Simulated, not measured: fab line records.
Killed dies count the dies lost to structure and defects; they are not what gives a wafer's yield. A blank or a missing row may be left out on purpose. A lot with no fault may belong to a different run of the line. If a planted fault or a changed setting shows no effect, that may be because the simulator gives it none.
fab line records ; flow n5-finfet ; part 1 of 2: steps 1 to 4 of 6
[record] lots = 19; wafers = 57; last-day = 17
route steps=1938 shown BEOL_M9@1423 BEOL_M10@1487 BEOL_M11@1549
lots that met no fault: taken from a fault-free run of the same line
start-h: the number of hours between the record's first day and the start of the first shown wafer of the lot ; wait-h: hours from the lot's prior step to this one ; " repeats the value in the row above ; L1.1+2: one row covering several wafers at once ; - no value, or no start was given ; * or withheld: withheld ; < > ~ a bound
route shown NAME@n: NAME is a module with steps in the file, n the number in the route of the first one ; usual: mean/standard deviation of fault-free wafers ; same: alike in all rows ; chamber/n: place in a boat ; sites: the reading at each site ; _std_site: their standard deviation ; _edge_site: outer sites' mean less inner sites' ; radius-mm: how far each site lies from the wafer's centre ; mask NAME#n: copy n ; behind: the tool/chamber that last shaped the wafer ; hold: why the lot was held/for how many hours/how that ended ; device: whichever transistor did not switch (one of n, p or np) ; end of line: tests of these same wafers at the route's end ; step lacking rows: just its recipe ; killed: dies lost to structure and defects at the first sort, not the wafer's yield ; map: a wafer's dies, marking killed ones x, the rest . and places with no die _
set.NAME: the setting that was run; set.NAME@STEP: the one run at that earlier step ; model.NAME: the simulator's own value behind a step, which no gauge read
the route's steps for a sample of lots (tables are steps, rows are wafers)
services: the hour from which a tool's chamber was out of use, counted from the record's first day as start-h (under 0 if before that day), plus the number of hours and why
[[steps]]
[step N5_BEOL_M9_STRIP_19]
[recipe] chemistry = O2; power-w = 400; temp-c = 40; pressure-mtorr = 30; rf-frequency-hz = 6e+07; bias-power-w = 0; overash-fraction = 0.2; o2-flow-sccm = 225
[usual] chamber-pressure-mTorr = 30.00/0.034; drypump-motor-current-A = 5.8/0.43; o2-flow-sccm = 224.9/0.61; oes-product-au = 0.78/0.091; rf-vpp-V = 3.7/0.57; showerhead-plenum-p-Torr = 2.13/0.064; throttle-valve-pct = 16.76/0.28
lot.wafer;tool;chamber;start-h;wait-h;chamber-pressure-mTorr;drypump-motor-current-A;o2-flow-sccm;oes-product-au;rf-hours-counter-h;rf-vpp-V;showerhead-plenum-p-Torr;throttle-valve-pct
L076.1;rie-diel-02;3;208.33;0.2;30.01;5.7;224.2;0.70;219;3.7;2.08;17.24
L076.3;rie-diel-02;2;208.33;0.2;30.03;6.0;224.4;0.74;186;3.4;2.18;16.83
L076.5;rie-diel-02;1;208.33;0.2;29.98;5.7;225.8;0.71;-;4.5;2.02;17.09
L078.1;rie-diel-01;0;237.97;0.1;29.98;5.1;225.0;0.71;197;3.2;2.20;16.82
L078.3;rie-diel-01;2;237.97;0.1;30.02;5.4;225.0;0.83;87;3.6;2.12;16.85
L078.6;rie-diel-01;2;237.97;0.1;29.98;5.4;225.0;0.83;-;3.8;2.12;16.87
L077.1;rie-diel-01;2;239.41;0.1;30.04;5.4;224.0;0.82;87;3.4;2.12;16.90
L077.3;rie-diel-01;0;239.41;0.1;30.03;5.1;224.5;0.72;198;3.7;2.20;16.80
L077.6;rie-diel-01;2;239.41;0.1;29.94;5.4;223.7;0.84;-;3.2;2.12;16.86
L081.2;rie-diel-03;0;245.34;0.1;29.91;6.1;224.3;0.73;178;4.1;2.18;16.61
L081.3;rie-diel-03;3;245.34;0.1;29.97;6.5;225.1;0.87;51;3.0;2.23;16.52
L081.5;rie-diel-03;0;245.34;0.1;30.00;6.1;225.0;0.73;-;3.8;2.18;16.64
L079.1;rie-diel-01;0;248.10;0.1;30.04;5.1;224.7;0.72;201;3.9;2.20;16.84
L079.3;rie-diel-01;1;248.10;0.1;29.97;5.6;225.9;0.93;14;3.0;2.08;16.36
L079.6;rie-diel-01;2;248.10;0.1;30.03;5.4;224.5;0.83;-;4.4;2.11;16.89
L080.1;rie-diel-03;1;249.22;0.1;29.93;5.7;224.7;0.72;189;2.9;2.09;17.06
L080.3;rie-diel-03;2;249.22;0.1;30.05;6.4;224.3;0.73;185;4.4;2.09;16.76
L080.5;rie-diel-03;0;249.22;0.1;29.99;6.1;225.9;0.75;-;3.1;2.18;16.62
L084.2;rie-diel-02;3;273.44;0.1;30.05;5.7;224.8;0.68;237;4.3;2.08;17.26
L084.3;rie-diel-02;0;273.44;0.1;30.09;5.9;224.4;0.91;15;3.8;2.17;16.51
L084.5;rie-diel-02;3;273.44;0.1;29.99;5.7;224.4;0.67;-;2.5;2.08;17.26
L083.2;rie-diel-01;2;274.85;0.1;30.02;5.4;225.1;0.82;100;2.7;2.11;16.91
L083.4;rie-diel-01;2;274.85;0.1;29.96;5.4;225.1;0.81;-;4.0;2.11;16.89
L083.5;rie-diel-01;0;274.85;0.1;30.00;5.1;225.4;0.71;-;3.6;2.19;16.84
L085.3;rie-diel-02;3;275.77;0.2;30.02;5.8;225.5;0.68;238;4.2;2.08;17.27
L085.4;rie-diel-02;2;275.77;0.2;29.98;6.0;225.2;0.72;207;3.4;2.17;16.87
L085.6;rie-diel-02;0;275.77;0.2;30.00;6.0;225.6;0.91;-;3.6;2.17;16.53
L086.1;rie-diel-01;3;280.44;0.1;29.99;6.3;224.0;1.02;0;3.7;2.03;16.15
L086.3;rie-diel-01;2;280.44;0.1;30.00;5.4;224.8;0.81;103;3.0;2.11;16.90
L086.4;rie-diel-01;0;280.44;0.1;29.99;5.1;225.5;0.69;213;5.3;2.19;16.84
L087.1;rie-diel-03;3;287.74;0.1;29.99;6.6;225.4;0.84;65;3.9;2.22;16.55
L087.3;rie-diel-03;1;287.74;0.1;30.02;5.7;224.1;0.71;201;3.0;2.09;17.08
L087.6;rie-diel-03;0;287.74;0.1;30.02;6.1;226.3;0.73;-;3.1;2.18;16.67
L088.1;rie-diel-02;2;293.81;0.2;30.00;6.0;225.9;0.72;212;3.6;2.17;16.88
L088.3;rie-diel-02;0;293.81;0.2;30.03;6.0;224.3;0.90;21;3.3;2.17;16.52
L088.5;rie-diel-02;2;293.81;0.2;30.02;6.0;225.2;0.73;-;4.1;2.17;16.86
L090.1;rie-diel-03;2;295.55;0.1;30.02;6.4;224.6;0.70;198;3.7;2.09;16.79
L090.2;rie-diel-03;0;295.55;0.1;30.05;6.1;224.8;0.72;194;3.8;2.18;16.65
L090.5;rie-diel-03;0;295.55;0.1;29.95;6.1;224.6;0.72;-;4.5;2.18;16.65
L091.2;rie-diel-01;0;303.05;0.1;29.95;5.1;224.9;0.70;220;4.0;2.19;16.86
L091.3;rie-diel-01;3;303.05;0.1;30.03;6.3;224.5;0.98;8;3.4;2.03;16.17
L091.4;rie-diel-01;1;303.05;0.1;30.00;5.6;224.8;0.88;34;4.4;2.08;16.41
L093.2;rie-diel-02;2;326.18;0.1;30.02;6.0;224.9;0.72;226;4.0;2.16;16.90
L093.4;rie-diel-02;2;326.18;0.1;30.02;6.0;225.4;0.71;-;2.7;2.16;16.89
L093.5;rie-diel-02;0;326.18;0.1;29.97;5.9;224.8;0.88;-;4.3;2.16;16.56
L095.1;rie-diel-01;2;333.60;0.1;30.06;5.4;224.3;0.79;118;4.6;2.10;16.93
L095.3;rie-diel-01;1;333.60;0.1;30.06;5.6;224.8;0.86;44;4.4;2.07;16.39
L095.4;rie-diel-01;0;333.60;0.1;30.00;5.1;224.9;0.68;230;2.9;2.19;16.88
L094.1;rie-diel-02;0;334.35;0.1;30.03;6.0;224.1;0.88;36;3.4;2.16;16.56
L094.4;rie-diel-02;0;334.35;0.1;30.01;6.0;224.2;0.87;-;3.6;2.16;16.56
L094.6;rie-diel-02;1;334.35;0.1;29.99;5.7;224.8;0.69;-;3.8;2.01;17.17
L096.1;rie-diel-03;2;340.91;0.1;30.01;6.4;224.1;0.69;212;4.3;2.08;16.80
L096.3;rie-diel-03;0;340.91;0.1;29.99;6.1;225.0;0.71;210;4.4;2.17;16.68
L096.4;rie-diel-03;3;340.91;0.1;29.99;6.6;224.4;0.82;83;4.2;2.22;16.57
L097.2;rie-diel-01;2;341.04;0.1;30.05;5.4;225.4;0.79;121;4.4;2.10;16.93
L097.5;rie-diel-01;0;341.04;0.1;29.93;5.1;225.1;0.70;-;4.3;2.19;16.88
L097.6;rie-diel-01;1;341.04;0.1;29.95;5.7;225.1;0.87;-;4.2;2.07;16.44
[step N5_BEOL_M9_VIA_ETCH_34]
[recipe] chemistry = C4F6/O2; target = SiCOH_lowk; target-depth-a = 1824; mask-material = SOC; taper-deg = 4; time-s = 68.4; ion-energy-ev = 250; pressure-mtorr = 30; source-w = 345; bias-w = 185; Ar_flow_sccm = 300; C4F6_flow_sccm = 10; O2_flow_sccm = 10
[usual] bias-w = 185.0/0.49; chamber-pressure-mTorr = 29.999/0.026; drypump-motor-current-A = 6.0/0.4; oes-product-au = 0.77/0.09; rf-vpp-V = 661/20; showerhead-plenum-p-Torr = 2.87/0.088; throttle-valve-pct = 20.90/0.28
lot.wafer;tool;chamber;start-h;wait-h;bias-w;chamber-pressure-mTorr;drypump-motor-current-A;oes-product-au;rf-hours-counter-h;rf-vpp-V;showerhead-plenum-p-Torr;throttle-valve-pct
L076.1;rie-diel-03;3;209.41;0.0;184.9;29.985;6.6;0.87;43;671;3.02;20.73
L076.3;rie-diel-03;2;209.41;0.0;185.1;29.974;6.4;0.73;175;676;2.83;20.87
L076.5;rie-diel-03;3;209.41;0.0;184.4;29.988;6.5;0.87;-;670;3.02;20.74
L077.1;rie-diel-02;1;240.74;0.0;185.5;29.992;5.7;0.69;211;635;2.73;21.28
L077.3;rie-diel-02;2;240.74;0.0;184.7;29.997;6.0;0.73;197;661;2.95;21.10
L077.6;rie-diel-02;1;240.74;0.0;185.2;30.021;5.7;0.68;-;634;2.73;21.28
L078.1;rie-diel-03;0;241.11;0.0;185.0;29.989;6.1;0.72;177;645;2.93;20.68
L078.3;rie-diel-03;1;241.11;0.0;185.4;29.942;5.7;0.70;188;652;2.81;21.15
L078.6;rie-diel-03;0;241.11;0.0;185.0;30.013;6.1;0.72;-;646;2.93;20.67
L081.2;rie-diel-03;3;246.21;0.0;185.0;29.981;6.6;0.86;51;670;3.01;20.76
L081.3;rie-diel-03;1;246.21;0.0;183.9;30.004;5.7;0.71;189;653;2.81;21.14
L081.5;rie-diel-03;0;246.21;0.0;185.1;30.023;6.1;0.72;-;646;2.93;20.67
L079.1;rie-diel-03;3;248.97;0.0;184.3;30.049;6.6;0.85;53;670;3.01;20.75
L079.3;rie-diel-03;2;248.97;0.0;185.8;30.038;6.4;0.72;185;675;2.83;20.87
L079.6;rie-diel-03;3;248.97;0.0;183.6;30.016;6.6;0.85;-;669;3.01;20.75
L080.1;rie-diel-03;2;250.08;0.0;185.4;30.053;6.4;0.72;185;675;2.83;20.87
L080.3;rie-diel-03;3;250.08;0.0;184.7;30.029;6.5;0.85;53;669;3.01;20.75
L080.5;rie-diel-03;0;250.08;0.0;184.9;29.983;6.1;0.72;-;647;2.93;20.69
L084.2;rie-diel-03;2;274.18;0.0;184.0;29.980;6.4;0.72;191;676;2.82;20.89
L084.3;rie-diel-03;3;274.18;0.0;184.8;30.018;6.6;0.84;60;670;3.01;20.78
L084.5;rie-diel-03;0;274.18;0.0;184.6;30.008;6.1;0.72;-;645;2.93;20.69
L083.2;rie-diel-02;2;275.53;0.0;185.6;30.010;6.0;0.72;207;660;2.94;21.10
L083.4;rie-diel-02;1;275.53;0.0;185.4;29.985;5.7;0.69;220;635;2.72;21.30
L083.5;rie-diel-02;1;275.53;0.0;185.3;29.972;5.7;0.68;-;636;2.72;21.30
L085.3;rie-diel-03;2;276.77;0.0;185.9;29.996;6.4;0.71;192;675;2.82;20.88
L085.4;rie-diel-03;1;276.77;0.0;185.5;30.047;5.7;0.70;197;652;2.81;21.16
L085.6;rie-diel-03;3;276.77;0.0;185.0;29.965;6.6;0.85;-;670;3.01;20.76
L086.1;rie-diel-02;1;281.13;0.0;184.8;30.034;5.7;0.69;222;636;2.72;21.30
L086.3;rie-diel-02;2;281.13;0.0;185.8;30.054;6.0;0.71;208;661;2.94;21.08
L086.4;rie-diel-02;0;281.13;0.0;184.9;30.017;6.0;0.93;17;695;2.88;20.49
L087.1;rie-diel-01;2;288.43;0.0;184.9;30.036;5.4;0.82;106;681;2.85;21.11
L087.3;rie-diel-01;3;288.43;0.0;185.5;29.965;6.4;0.99;3;660;2.78;20.46
L087.6;rie-diel-01;2;288.43;0.0;184.6;29.992;5.5;0.81;-;682;2.85;21.10
L088.1;rie-diel-03;1;294.59;0.0;185.8;29.982;5.7;0.71;203;651;2.80;21.17
L088.3;rie-diel-03;3;294.59;0.0;184.7;29.947;6.6;0.84;68;671;3.00;20.77
L088.5;rie-diel-03;3;294.59;0.0;184.5;30.005;6.6;0.84;-;670;3.00;20.77
L090.1;rie-diel-01;3;297.96;0.0;185.6;30.018;6.3;0.97;7;659;2.78;20.45
L090.2;rie-diel-01;0;297.96;0.0;185.3;29.994;5.1;0.70;219;649;2.94;20.94
L090.5;rie-diel-01;0;297.96;0.0;184.9;30.019;5.1;0.70;-;648;2.94;20.94
L091.2;rie-diel-02;0;306.01;0.0;185.1;29.960;5.9;0.91;25;697;2.87;20.50
L091.3;rie-diel-02;1;306.01;0.0;185.0;29.985;5.7;0.67;230;635;2.72;21.32
L091.4;rie-diel-02;3;306.01;0.0;184.5;29.981;5.8;0.67;248;694;2.79;21.38
L093.2;rie-diel-02;0;327.01;0.0;185.1;30.050;5.9;0.90;34;696;2.87;20.51
L093.4;rie-diel-02;0;327.01;0.0;184.8;30.041;5.9;0.89;-;696;2.87;20.51
L093.5;rie-diel-02;1;327.01;0.0;184.3;30.014;5.7;0.68;-;634;2.72;21.31
L094.1;rie-diel-03;2;336.33;0.0;186.1;29.988;6.4;0.71;211;672;2.81;20.93
L094.4;rie-diel-03;3;336.33;0.0;185.6;29.962;6.6;0.82;81;671;3.00;20.79
L094.6;rie-diel-03;1;336.33;0.0;184.6;30.026;5.7;0.69;-;650;2.80;21.20
L095.1;rie-diel-03;1;336.75;0.0;184.7;30.005;5.7;0.69;215;650;2.80;21.19
L095.3;rie-diel-03;3;336.75;0.0;185.3;29.968;6.6;0.82;82;670;3.00;20.80
L095.4;rie-diel-03;2;336.75;0.0;185.3;30.007;6.4;0.70;211;674;2.81;20.93
L096.1;rie-diel-03;3;342.08;0.0;185.0;29.999;6.6;0.82;83;669;3.00;20.79
L096.3;rie-diel-03;0;342.08;0.0;184.4;29.991;6.1;0.71;210;645;2.92;20.71
L096.4;rie-diel-03;1;342.08;0.0;185.5;29.979;5.7;0.69;217;653;2.80;21.21
L097.2;rie-diel-01;2;342.16;0.0;184.8;29.976;5.4;0.80;121;681;2.84;21.13
L097.5;rie-diel-01;1;342.16;0.0;185.2;30.015;5.6;0.87;-;619;2.77;20.44
L097.6;rie-diel-01;0;342.16;0.0;185.4;29.997;5.1;0.69;-;649;2.93;20.96
[step N5_BEOL_M9_PRE_CLEAN_45]
[recipe] gas = H2/He; time-s = 30; temp-c = 250
[usual] heater-power-w = 338/47
lot.wafer;tool;chamber;start-h;wait-h;heater-power-w
L076.1;pvd-sputter-03;-;212.36;0.0;334
L076.3;pvd-sputter-03;-;212.36;0.0;355
L076.5;pvd-sputter-03;-;212.36;0.0;426
L077.1;pvd-sputter-02;-;241.63;0.0;318
L077.3;pvd-sputter-02;-;241.63;0.0;385
L077.6;pvd-sputter-02;-;241.63;0.0;380
L078.1;pvd-sputter-02;-;242.15;0.0;428
L078.3;pvd-sputter-02;-;242.15;0.0;240
L078.6;pvd-sputter-02;-;242.15;0.0;380
L081.2;pvd-sputter-01;-;247.08;0.0;327
L081.3;pvd-sputter-01;-;247.08;0.0;339
L081.5;pvd-sputter-01;-;247.08;0.0;317
L079.1;pvd-sputter-01;-;249.84;0.0;330
L079.3;pvd-sputter-01;-;249.84;0.0;320
L079.6;pvd-sputter-01;-;249.84;0.0;373
L080.1;pvd-sputter-01;-;251.34;0.0;341
L080.3;pvd-sputter-01;-;251.34;0.0;312
L080.5;pvd-sputter-01;-;251.34;0.0;340
L084.2;pvd-sputter-03;-;275.01;0.0;423
L084.3;pvd-sputter-03;-;275.01;0.0;270
L084.5;pvd-sputter-03;-;275.01;0.0;270
L083.2;pvd-sputter-03;-;276.36;0.0;269
L083.4;pvd-sputter-03;-;276.36;0.0;418
L083.5;pvd-sputter-03;-;276.36;0.0;339
L085.3;pvd-sputter-02;-;279.23;0.0;233
L085.4;pvd-sputter-02;-;279.23;0.0;418
L085.6;pvd-sputter-02;-;279.23;0.0;382
L086.1;pvd-sputter-02;-;282.00;0.0;428
L086.3;pvd-sputter-02;-;282.00;0.0;321
L086.4;pvd-sputter-02;-;282.00;0.0;398
L087.1;pvd-sputter-01;-;289.56;0.0;339
L087.3;pvd-sputter-01;-;289.56;0.0;375
L087.6;pvd-sputter-01;-;289.56;0.0;338
L088.1;pvd-sputter-01;-;295.64;0.0;323
L088.3;pvd-sputter-01;-;295.64;0.0;337
L088.5;pvd-sputter-01;-;295.64;0.0;312
L090.1;pvd-sputter-01;-;298.81;0.0;318
L090.2;pvd-sputter-01;-;298.81;0.0;324
L090.5;pvd-sputter-01;-;298.81;0.0;338
L091.2;pvd-sputter-01;-;307.15;0.0;331
L091.3;pvd-sputter-01;-;307.15;0.0;373
L091.4;pvd-sputter-01;-;307.15;0.0;327
L093.2;pvd-sputter-03;-;329.10;0.0;332
L093.4;pvd-sputter-03;-;329.10;0.0;337
L093.5;pvd-sputter-03;-;329.10;0.0;269
L094.1;pvd-sputter-01;-;337.19;0.0;324
L094.4;pvd-sputter-01;-;337.19;0.0;323
L094.6;pvd-sputter-01;-;337.19;0.0;329
L095.1;pvd-sputter-03;-;337.60;0.0;339
L095.3;pvd-sputter-03;-;337.60;0.0;340
L095.4;pvd-sputter-03;-;337.60;0.0;270
L096.1;pvd-sputter-01;-;343.06;0.0;340
L096.3;pvd-sputter-01;-;343.06;0.0;322
L096.4;pvd-sputter-01;-;343.06;0.0;326
L097.2;pvd-sputter-02;-;343.15;0.0;409
L097.5;pvd-sputter-02;-;343.15;0.0;419
L097.6;pvd-sputter-02;-;343.15;0.0;321
[step N5_BEOL_M10_ETCH_61]
[recipe] chemistry = CF4; target = SiARC; target-depth-a = 390; mask-material = CAR-ArF; time-s = 65; ion-energy-ev = 80; pressure-mtorr = 40; source-w = 545; bias-w = 36; Ar_flow_sccm = 100; cf4-flow-sccm = 100; ends = cleared
[usual] bias-w = 36.00/0.11; cf4-flow-sccm = 100.05/0.29; chamber-pressure-mTorr = 40.00/0.032; drypump-motor-current-A = 5.6/0.56; etch-rf-on-time-s = 64.6/1.9; oes-product-au = 0.70/0.079; rf-vpp-V = 184.5/1.2; showerhead-plenum-p-Torr = 2.17/0.072; throttle-valve-pct = 15.62/0.19
lot.wafer;tool;chamber;start-h;wait-h;bias-w;cf4-flow-sccm;chamber-pressure-mTorr;drypump-motor-current-A;etch-rf-on-time-s;oes-product-au;rf-hours-counter-h;rf-vpp-V;showerhead-plenum-p-Torr;throttle-valve-pct
L076.1;rie-diel-06;1;217.86;0.0;36.08;99.65;39.96;4.8;65.5;0.60;221;182.7;2.11;15.83
L076.3;rie-diel-06;3;217.86;0.0;36.00;100.12;39.93;5.9;65.3;0.67;111;184.0;2.15;15.62
L076.5;rie-diel-06;3;217.86;0.0;35.89;99.86;40.02;5.9;65.0;0.67;-;184.8;2.15;15.60
L077.1;rie-diel-05;1;245.65;0.0;36.05;100.04;40.01;5.3;62.7;0.79;23;185.0;2.26;15.57
L077.3;rie-diel-05;2;245.65;0.0;35.99;100.02;39.99;5.3;64.9;0.70;74;185.0;2.15;15.21
L077.6;rie-diel-05;2;245.65;0.0;35.83;100.04;40.01;5.3;63.9;0.72;-;184.4;2.15;15.21
L078.1;rie-diel-04;1;248.82;0.0;35.95;100.03;40.03;5.9;61.9;0.86;3;184.6;2.19;15.72
L078.3;rie-diel-04;3;248.82;0.0;35.96;100.21;40.05;6.2;66.8;0.63;150;185.0;2.07;15.90
L078.6;rie-diel-04;3;248.82;0.0;36.02;99.74;40.02;6.2;67.0;0.63;-;183.7;2.07;15.94
L081.2;rie-diel-06;2;250.72;0.0;35.99;100.48;40.02;5.1;66.0;0.65;116;184.9;2.27;15.55
L081.3;rie-diel-06;3;250.72;0.0;35.79;99.61;40.00;5.9;65.9;0.65;123;183.7;2.15;15.63
L081.5;rie-diel-06;1;250.72;0.0;35.76;100.34;40.00;4.8;65.9;0.58;-;183.7;2.10;15.84
L079.1;rie-diel-04;1;253.58;0.0;36.25;100.12;39.97;5.9;62.7;0.84;5;184.9;2.19;15.74
L079.3;rie-diel-04;3;253.58;0.0;35.97;100.66;40.05;6.2;67.3;0.63;152;182.6;2.07;15.92
L079.6;rie-diel-04;3;253.58;0.0;36.15;100.47;40.02;6.2;66.5;0.63;-;181.1;2.07;15.93
L080.1;rie-diel-04;2;256.53;0.0;36.02;100.23;40.01;5.7;67.4;0.76;29;183.6;2.08;15.43
L080.3;rie-diel-04;0;256.53;0.0;35.93;100.39;40.04;6.7;65.9;0.61;213;185.4;2.21;15.75
L080.5;rie-diel-04;1;256.53;0.0;35.86;100.16;40.05;5.8;62.2;0.83;-;185.7;2.19;15.74
L084.2;rie-diel-04;0;279.89;0.0;35.99;100.26;40.02;6.6;64.7;0.60;220;185.8;2.21;15.77
L084.3;rie-diel-04;1;279.89;0.0;36.03;100.42;40.00;5.9;62.0;0.82;14;183.8;2.19;15.76
L084.5;rie-diel-04;3;279.89;0.0;35.72;99.60;40.00;6.2;66.0;0.63;-;183.0;2.06;15.95
L083.2;rie-diel-04;1;280.98;0.0;35.85;99.83;40.01;5.8;62.3;0.81;14;184.7;2.19;15.77
L083.4;rie-diel-04;0;280.98;0.0;35.92;100.48;39.96;6.7;65.7;0.61;221;184.9;2.21;15.76
L083.5;rie-diel-04;0;280.98;0.0;35.94;100.17;39.99;6.7;65.8;0.60;-;184.6;2.21;15.77
L085.3;rie-diel-04;0;282.40;0.0;35.98;99.78;39.98;6.7;65.2;0.61;221;184.5;2.21;15.78
L085.4;rie-diel-04;1;282.40;0.0;35.92;100.36;40.01;5.8;62.1;0.80;15;184.5;2.19;15.76
L085.6;rie-diel-04;1;282.40;0.0;35.93;100.61;40.02;5.9;62.1;0.81;-;184.2;2.19;15.75
L086.1;rie-diel-06;1;285.77;0.0;36.04;100.02;39.98;4.8;64.9;0.58;245;184.2;2.10;15.87
L086.3;rie-diel-06;3;285.77;0.0;35.85;99.96;39.94;5.9;66.3;0.64;136;183.5;2.14;15.65
L086.4;rie-diel-06;2;285.77;0.0;35.91;99.89;40.00;5.1;65.8;0.63;128;185.0;2.27;15.56
L087.1;rie-diel-06;3;295.22;0.0;35.85;99.88;39.99;5.9;65.8;0.64;139;183.5;2.14;15.67
L087.3;rie-diel-06;0;295.22;0.0;36.08;99.57;39.96;6.2;64.2;0.78;21;183.5;2.10;15.61
L087.6;rie-diel-06;3;295.22;0.0;36.02;99.60;39.99;5.9;65.8;0.65;-;183.6;2.14;15.66
L088.1;rie-diel-06;3;302.10;0.0;35.86;99.95;40.01;5.9;64.9;0.65;140;182.2;2.14;15.69
L088.3;rie-diel-06;0;302.10;0.0;36.04;100.23;39.95;6.2;63.4;0.78;23;183.7;2.10;15.61
L088.5;rie-diel-06;3;302.10;0.0;35.76;100.10;39.98;5.9;64.8;0.64;-;185.3;2.14;15.67
L090.1;rie-diel-05;2;303.23;0.0;35.95;100.36;40.03;5.3;65.1;0.67;100;184.1;2.14;15.25
L090.2;rie-diel-05;0;303.23;0.0;36.05;100.48;40.01;4.8;60.5;0.80;39;187.1;2.27;15.53
L090.5;rie-diel-05;0;303.23;0.0;36.00;100.10;39.96;4.8;60.5;0.80;-;185.4;2.27;15.52
L091.2;rie-diel-06;2;311.92;0.0;36.18;100.05;40.03;5.1;65.5;0.64;138;186.7;2.27;15.60
L091.3;rie-diel-06;2;311.92;0.0;36.01;99.87;39.97;5.1;65.7;0.63;-;186.3;2.27;15.59
L091.4;rie-diel-06;3;311.92;0.0;36.16;99.77;40.02;5.9;65.9;0.64;-;183.0;2.14;15.68
L093.2;rie-diel-06;0;332.70;0.0;36.09;100.21;39.98;6.2;64.2;0.77;27;184.9;2.09;15.60
L093.4;rie-diel-06;2;332.70;0.0;36.03;100.23;39.94;5.1;65.3;0.63;151;185.3;2.26;15.62
L093.5;rie-diel-06;0;332.70;0.0;35.96;99.85;39.99;6.2;63.9;0.77;-;183.9;2.09;15.61
L094.1;rie-diel-06;3;342.96;0.0;36.03;100.29;40.02;5.9;66.2;0.63;162;183.0;2.13;15.71
L094.4;rie-diel-06;1;342.96;0.0;35.93;99.49;40.05;4.8;64.5;0.79;-;183.1;2.10;15.41
L094.6;rie-diel-06;2;342.96;0.0;35.86;99.59;40.01;5.1;65.3;0.64;-;184.5;2.26;15.63
L095.1;rie-diel-05;1;343.60;0.0;36.07;99.78;39.96;5.3;62.9;0.73;69;185.9;2.24;15.65
L095.3;rie-diel-05;2;343.60;0.0;36.07;100.48;40.01;5.3;65.7;0.66;120;183.7;2.13;15.30
L095.4;rie-diel-05;2;343.60;0.0;36.03;100.44;39.98;5.3;65.5;0.67;-;183.9;2.13;15.30
L096.1;rie-diel-04;2;346.97;0.0;36.10;99.43;40.00;5.7;66.9;0.71;65;183.1;2.07;15.51
L096.3;rie-diel-04;3;346.97;0.0;36.08;100.15;40.01;6.2;67.6;0.60;186;183.0;2.06;16.00
L096.4;rie-diel-04;0;346.97;0.0;36.02;99.94;40.01;6.7;66.6;0.58;245;185.5;2.20;15.81
L097.2;rie-diel-05;2;347.36;0.0;35.99;99.76;39.97;5.3;65.5;0.66;122;183.7;2.13;15.29
L097.5;rie-diel-05;2;347.36;0.0;36.04;99.99;40.03;5.3;65.3;0.66;-;184.0;2.13;15.30
L097.6;rie-diel-05;1;347.36;0.0;36.24;99.78;39.97;5.3;62.5;0.72;-;185.3;2.24;15.66
